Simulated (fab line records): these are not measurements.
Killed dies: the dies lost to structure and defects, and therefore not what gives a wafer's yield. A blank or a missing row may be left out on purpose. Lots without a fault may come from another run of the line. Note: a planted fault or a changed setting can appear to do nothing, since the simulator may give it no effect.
fab line records	flow n5-finfet
record: lots: 6	wafers: 18	last-day: 17
route steps=1938 shown BEOL_M2@903 BEOL_M4@1111 PASSIVATION@1936
lots untouched by any fault: they come from a run of this same line in which no faults occurred
start-h: hours from the record's opening day to when the first of the lot's shown wafers began	wait-h: hours elapsed since this lot's preceding step	" the same as in the row above	L1.1+2: a single row standing in for several wafers	- either no value or no given start	* or withheld: withheld	< > ~ a bound
route shown NAME@n: names a module that has steps shown in the file, with the first one's number in the route	usual: mean and standard deviation over wafers with no fault	same: alike in all rows	chamber/n: place in a boat	sites: each site's reading	_std_site: standard deviation across them	_edge_site: mean of outer sites minus mean of inner sites	radius-mm: how far each site lies from the wafer's centre	mask NAME#n: copy n	behind: the most recent tool/chamber to have shaped the wafer	hold: what put the lot on hold/how long, in hours/how the hold closed	device: transistor that didn't switch, given as n, p or np	end of line: the tests these same wafers got at the end of their route	for a step that has no rows: nothing shown but its recipe	killed: count of dies lost to structure and defects at first sort (not the wafer's yield)	map: per-die view of a wafer (x killed, . not killed, _ where there is no die)
set.NAME: the setting the step ran with; set.NAME@STEP: the setting that earlier step ran with	model.NAME: the simulator's own value behind a step, which no gauge read
lots seen at some steps along the route; tables by step, rows by wafer
services: from which hour (start-h, from the record's first day; less than 0 if before it) a tool's chamber was out of use, for how many hours, and why
== steps ==
step: N5_BEOL_M2_CVD_47
recipe: material: Co	target-thk-a: 30	temp-c: withheld	precursor: CCTBA/H2	pressure-torr: 30	time-s: 223.8
step: N5_BEOL_M2_SPUTTER_48
recipe: material: Cu	target-thk-a: 45	temp-c: -20	chamber-pressure-pa: 0.07	power-w: withheld	time-s: 8.29
usual: throttle-valve-pct: 30.3/0.99
lot.wafer	tool	chamber	start-h	wait-h	throttle-valve-pct
L514.2	pvd-sputter-02	-	147.25	0.1	31.9
L514.3	"	-	"	"	30.3
L514.5	"	-	"	"	29.8
L518.1	pvd-sputter-01	-	172.26	0.1	31.5
L518.3	"	-	"	"	30.2
L518.5	"	-	"	"	31.6
L527.1	pvd-sputter-01	-	219.87	0.1	31.4
L527.4	"	-	"	"	28.6
L527.5	"	-	"	"	30.0
L528.4	pvd-sputter-02	-	226.77	0.0	32.1
L528.5	"	-	"	"	29.7
L528.6	"	-	"	"	32.1
L534.1	pvd-sputter-03	-	274.61	0.1	29.3
L534.4	"	-	"	"	30.7
L534.5	"	-	"	"	29.7
L535.2	pvd-sputter-03	-	279.88	0.1	29.5
L535.3	"	-	"	"	30.8
L535.5	"	-	"	"	29.7
step: N5_BEOL_M2_ANNEAL_49
recipe: temp-c: 400	time-s: 240	ambient: vacuum
step: N5_BEOL_M2_SPUTTER_79
recipe: material: Cu	target-thk-a: 45	temp-c: -20	chamber-pressure-pa: 0.07	power-w: withheld	time-s: 8.29
step: N5_BEOL_M2_ANNEAL_80
recipe: temp-c: 400	time-s: 240	ambient: vacuum
usual: heater-power-w: 827/110	susceptor-temp-C: 400.01/0.22
lot.wafer	tool	chamber	start-h	wait-h	heater-power-w	susceptor-temp-C
L514.2	pvd-sputter-02	-	147.55	0.0	694	400.34
L514.3	"	-	"	"	922	400.17
L514.5	"	-	"	"	884	399.80
L518.1	pvd-sputter-01	-	172.56	0.0	767	400.11
L518.3	"	-	"	"	773	400.31
L518.5	"	-	"	"	789	400.09
L527.1	pvd-sputter-01	-	220.17	0.0	761	400.30
L527.4	"	-	"	"	666	399.88
L527.5	"	-	"	"	773	400.11
L528.4	pvd-sputter-02	-	227.07	0.0	701	400.27
L528.5	"	-	"	"	884	399.94
L528.6	"	-	"	"	713	399.69
L534.1	pvd-sputter-03	-	274.91	0.0	903	399.87
L534.4	"	-	"	"	1049	399.93
L534.5	"	-	"	"	893	399.86
L535.2	pvd-sputter-03	-	280.18	0.0	707	399.94
L535.3	"	-	"	"	885	400.01
L535.5	"	-	"	"	699	399.67
step: N5_BEOL_M2_SPUTTER_81
recipe: material: Cu	target-thk-a: 45	temp-c: -20	chamber-pressure-pa: 0.07	power-w: withheld	time-s: 8.29
usual: throttle-valve-pct: 30.3/1
lot.wafer	tool	chamber	start-h	wait-h	throttle-valve-pct
L514.2	pvd-sputter-02	-	147.69	0.1	32.1
L514.3	"	-	"	"	30.0
L514.5	"	-	"	"	30.0
L518.1	pvd-sputter-01	-	172.70	0.1	32.0
L518.3	"	-	"	"	29.8
L518.5	"	-	"	"	31.7
L527.1	pvd-sputter-01	-	220.31	0.1	31.6
L527.4	"	-	"	"	28.5
L527.5	"	-	"	"	29.7
L528.4	pvd-sputter-02	-	227.21	0.1	32.1
L528.5	"	-	"	"	30.0
L528.6	"	-	"	"	32.2
L534.1	pvd-sputter-03	-	275.05	0.1	29.1
L534.4	"	-	"	"	31.0
L534.5	"	-	"	"	29.2
L535.2	pvd-sputter-03	-	280.32	0.1	29.6
L535.3	"	-	"	"	31.0
L535.5	"	-	"	"	29.4
step: N5_BEOL_M2_ANNEAL_82
recipe: temp-c: 400	time-s: 240	ambient: vacuum
step: N5_BEOL_M2_SPUTTER_86
recipe: material: Cu	target-thk-a: 45	temp-c: -20	chamber-pressure-pa: 0.07	power-w: withheld	time-s: 8.29
step: N5_BEOL_M2_ANNEAL_87
recipe: temp-c: 400	time-s: 240	ambient: vacuum
step: N5_BEOL_M2_SPUTTER_88
recipe: material: Cu	target-thk-a: 45	temp-c: -20	chamber-pressure-pa: 0.07	power-w: withheld	time-s: 8.29
step: N5_BEOL_M2_ANNEAL_89
recipe: temp-c: 400	time-s: 240	ambient: vacuum
step: N5_BEOL_M2_SPUTTER_90
recipe: material: Cu	target-thk-a: 45	temp-c: -20	chamber-pressure-pa: 0.07	power-w: withheld	time-s: 8.29
usual: throttle-valve-pct: 30.3/0.98
lot.wafer	tool	chamber	start-h	wait-h	throttle-valve-pct
L514.2	pvd-sputter-02	-	148.35	0.1	32.3
L514.3	"	-	"	"	29.8
L514.5	"	-	"	"	30.1
L518.1	pvd-sputter-01	-	173.36	0.1	31.6
L518.3	"	-	"	"	29.8
L518.5	"	-	"	"	31.7
L527.1	pvd-sputter-01	-	220.97	0.1	31.7
L527.4	"	-	"	"	28.6
L527.5	"	-	"	"	29.9
L528.4	pvd-sputter-02	-	227.87	0.1	32.1
L528.5	"	-	"	"	29.9
L528.6	"	-	"	"	31.8
L534.1	pvd-sputter-03	-	278.88	0.1	29.3
L534.4	"	-	"	"	31.0
L534.5	"	-	"	"	29.5
L535.2	pvd-sputter-03	-	280.98	0.1	29.3
L535.3	"	-	"	"	30.7
L535.5	"	-	"	"	29.6
step: N5_BEOL_M2_ANNEAL_91
recipe: temp-c: 400	time-s: 240	ambient: vacuum
usual: heater-power-w: 829/120	susceptor-temp-C: 399.99/0.21
lot.wafer	tool	chamber	start-h	wait-h	heater-power-w	susceptor-temp-C
L514.2	pvd-sputter-02	-	148.43	0.0	692	400.26
L514.3	"	-	"	"	930	399.84
L514.5	"	-	"	"	896	399.84
L518.1	pvd-sputter-01	-	173.44	0.0	758	400.07
L518.3	"	-	"	"	792	399.76
L518.5	"	-	"	"	747	400.42
L527.1	pvd-sputter-01	-	221.05	0.0	-	-
L527.4	"	-	"	"	-	-
L527.5	"	-	"	"	-	-
L528.4	pvd-sputter-02	-	227.95	0.0	-	-
L528.5	"	-	"	"	-	-
L528.6	"	-	"	"	-	-
L534.1	pvd-sputter-03	-	278.96	0.0	895	400.04
L534.4	"	-	"	"	1052	400.42
L534.5	"	-	"	"	899	400.06
L535.2	pvd-sputter-03	-	281.06	0.0	692	399.90
L535.3	"	-	"	"	872	400.23
L535.5	"	-	"	"	704	399.98
step: N5_BEOL_M2_SPUTTER_92
recipe: material: Cu	target-thk-a: 45	temp-c: -20	chamber-pressure-pa: 0.07	power-w: withheld	time-s: 8.29
usual: throttle-valve-pct: 30.3/0.99
lot.wafer	tool	chamber	start-h	wait-h	throttle-valve-pct
L514.2	pvd-sputter-02	-	148.57	0.1	31.9
L514.3	"	-	"	"	29.7
L514.5	"	-	"	"	30.0
L518.1	pvd-sputter-01	-	173.58	0.1	31.8
L518.3	"	-	"	"	29.7
L518.5	"	-	"	"	31.6
L527.1	pvd-sputter-01	-	221.19	0.1	31.7
L527.4	"	-	"	"	28.5
L527.5	"	-	"	"	29.6
L528.4	pvd-sputter-02	-	228.09	0.1	32.1
L528.5	"	-	"	"	30.0
L528.6	"	-	"	"	32.2
L534.1	pvd-sputter-03	-	279.10	0.1	29.3
L534.4	"	-	"	"	30.8
L534.5	"	-	"	"	29.3
L535.2	pvd-sputter-03	-	281.20	0.1	29.5
L535.3	"	-	"	"	30.5
L535.5	"	-	"	"	29.6
step: N5_BEOL_M4_RC_MEAS_101
usual: DIBL_N: 35.8/1.5	DIBL_P: 35.9/1.8	IOFF_N: 0.152/0.025	IOFF_P: 0.21/0.031	ION_N: 672/11	ION_P: 462/7.4	SS_N: 71.5/0.52	SS_P: 73.2/0.54	VT_N: 250/3	VT_P: -250/3.3
lot.wafer	tool	chamber	start-h	wait-h	DIBL_N[mV/V]	DIBL_P[mV/V]	IOFF_N[nA/um]	IOFF_P[nA/um]	ION_N[uA/um]	ION_P[uA/um]	SS_N[mV/dec]	SS_P[mV/dec]	VT_N[mV]	VT_P[mV]
L514.2	prober-01	0	166.33	0.2	37.8	38.7	0.198	0.22	684	461	72.5	73.6	248	-250
L514.3	"	0	"	"	36.6	38.0	0.177	0.22	681	464	72.1	73.4	247	-248
L514.5	"	0	"	"	37.0	37.6	0.164	0.20	660	451	72.4	73.2	250	-249
L518.1	prober-02	0	202.21	0.0	35.4	34.0	0.139	0.20	665	460	71.3	72.9	250	-247
L518.3	"	0	"	"	37.5	35.9	0.173	0.24	673	463	71.0	73.0	247	-245
L518.5	"	0	"	"	35.8	33.8	0.145	0.21	669	463	71.4	73.2	249	-247
L527.1	prober-01	0	246.32	0.0	35.7	35.7	0.149	0.20	672	463	71.2	73.1	250	-252
L527.4	"	0	"	"	33.6	33.1	0.120	0.17	662	451	71.3	72.5	252	-255
L527.5	"	0	"	"	34.6	34.6	0.135	0.18	679	467	71.5	72.9	251	-254
L528.4	prober-02	0	262.10	0.5	34.4	35.2	0.132	0.20	667	466	71.5	72.7	252	-250
L528.5	"	0	"	"	35.7	36.7	0.153	0.21	680	465	71.1	73.0	248	-248
L528.6	"	0	"	"	34.7	34.7	0.126	0.19	656	454	71.1	73.1	256	-251
L534.1	prober-02	0	300.36	0.0	34.1	34.8	0.141	0.20	655	454	71.6	73.6	250	-249
L534.4	"	0	"	"	35.3	36.5	0.157	0.22	672	467	71.7	73.4	248	-248
L534.5	"	0	"	"	37.5	39.3	0.206	0.28	681	471	71.9	74.0	247	-246
L535.2	prober-01	0	303.50	0.2	34.3	33.5	0.120	0.19	653	455	70.4	72.2	256	-250
L535.3	"	0	"	"	38.3	38.4	0.200	0.28	685	470	71.4	72.8	249	-244
L535.5	"	0	"	"	33.3	32.8	0.114	0.18	656	455	70.2	72.3	252	-251
step: N5_PASSIVATION_PROBE_49
usual: defect-limited-yield: 91.7/1.7	killed_at_M0_to_M3: 34/10	killed_at_M4_up: 13/5.1	killed-at-contacts: 12/6.2	killed-at-front-end: 36/12	killed-at-other: 3.2/2.6	killed-dies: 98/20	killed-open: 65/13	killed-short: 32/8.4	sort_bin_5_function: 4.8/1.1	sort_bin_6_memory: 3.2/0.74	sort-n-pass: 1082/20	sort-yield-pct: 91.7/1.7
same: gross-dies: 1180	killed-at-back-side: 0	sort_bin_4_leakage[%]: 0	sort_bin_8_speed[%]: 0
lot.wafer	tool	chamber	start-h	wait-h	defect-limited-yield[%]	killed_at_M0_to_M3	killed_at_M4_up	killed-at-contacts	killed-at-front-end	killed-at-other	killed-dies	killed-open	killed-short	sort_bin_5_function[%]	sort_bin_6_memory[%]	sort-n-pass	sort-yield-pct[%]
L514.2	prober-02	-	278.89	0.1	94.7	21	10	8	22	2	63	45	18	3.2	1.7	1117	94.7
L514.3	prober-02	-	278.94	0.1	92.5	11	9	23	35	10	88	52	35	3.4	3.6	1092	92.5
L514.5	prober-02	-	279.04	0.2	93.5	26	6	9	31	5	77	49	28	3.2	3.0	1103	93.5
killed by level:class
L514.2 MOL_CONTACT_COAG:geometric-particle:open=8 BEOL_M4:geometric-particle:open=4 BEOL_M0_SAQP:geometric-particle:short=4 BEOL_M0_SAQP:geometric-particle:open=4 BEOL_M2:geometric-particle:open=4 BEOL_M3:geometric-particle:open=4 BEOL_M6:geometric-particle:open=4 STARTING-WAFER:geometric-particle:open=4
L514.3 MOL_CONTACT_COAG:geometric-particle:open=16 FIN_SAQP:geometric-particle:short=7 STI_FIN_REVEAL:geometric-particle:open=6 MOL_CONTACT_COAG:geometric-particle:short=6 GATE_CUT:geometric-particle:short=4 BEOL_M2:geometric-particle:open=4 DUMMY_GATE:geometric-particle:open=3 MIM_TOP:geometric-particle:open=3
L514.5 MOL_CONTACT_COAG:geometric-particle:open=8 FIN_SAQP:geometric-particle:open=7 BEOL_M0_SAQP:geometric-particle:short=6 BEOL_M0_SAQP:geometric-particle:open=6 BEOL_M4:geometric-particle:open=5 GATE_CUT:geometric-particle:short=4 BEOL_M0:geometric-particle:open=4 BEOL_M2:geometric-particle:open=4
== services ==
tool	chamber	start-h	hours	kind
pvd-sputter-01	-	260.51	3.0	repair
== key ==
first-sign: step: N5_BEOL_M2_ANNEAL_91	reading: tool-record	direction: missing
effect none on later readings
met-at N5_BEOL_M2_ANNEAL_91
struck-wafers L527.1,L527.4,L527.5,L528.4,L528.5,L528.6
onset-between 173.44 221.05
fault: kind: skipped-step-whole	tool: pvd-sputter-01,pvd-sputter-02	chamber: -	onset-h: 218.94	steps: N5_BEOL_M2_ANNEAL_91	scope: struck-lots-only
